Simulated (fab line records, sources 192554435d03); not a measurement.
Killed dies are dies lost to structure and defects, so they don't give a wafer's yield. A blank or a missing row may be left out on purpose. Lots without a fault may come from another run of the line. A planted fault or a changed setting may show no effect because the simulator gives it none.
Chamber matching | flow n5_finfet | N5_SD_EPI_N_ETCHBACK_44 on rie_diel-03: 4 sister chambers
The step etches SiNx in CH3F/O2, stops on SiO2, target depth 14.5 nm. 4 wafers are shown with their chamber, then 11 later ones without.

WAFERS WITH THEIR CHAMBER
wafer  | chamber | drypump_motor_current_A (A)
L089.4 | 0       | 5.8
L091.1 | 1       | 6.3
L091.2 | 2       | 4.8
L091.4 | 3       | 6.1

WAFERS WITHOUT THEIR CHAMBER
wafer  | drypump_motor_current_A (A)
L091.5 | 6.2
L091.6 | 4.8
L092.2 | 6.2
L092.3 | 6.1
L092.4 | 6.2
L096.3 | 6.1
L096.5 | 5.7
L096.6 | 6.1
L097.1 | 6.1
L097.3 | 5.7
L097.5 | 5.8

WHICH CHAMBER EACH WENT THROUGH
wafer  | from the rows above     | in truth
L091.5 | can't be placed: 1 or 3 | 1
L091.6 | 2                       | 2
L092.2 | can't be placed: 1 or 3 | 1
L092.3 | 3                       | 3
L092.4 | can't be placed: 1 or 3 | 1
L096.3 | 3                       | 3
L096.5 | 0                       | 0
L096.6 | 3                       | 3
L097.1 | 3                       | 3
L097.3 | 0                       | 0
L097.5 | 0                       | 0
Placed correctly: 8 of 11. Can't be placed from these rows: 3 (the true chamber is among the candidates in 3). Placed wrongly: 0.
How it was worked out, from the rows above alone: a wafer's distance from a chamber is the root of the sum, over the readings, of the square of ((its reading less the chamber's mean) divided by the reading's scatter). The wafer belongs to the nearest chamber; if the next one is less than 2 further off, it can't be placed. A chamber's mean is the mean of its shown wafers. The scatter: with one shown wafer a chamber, the root of the mean of the squares of how far each hidden wafer lies from its nearest shown one.
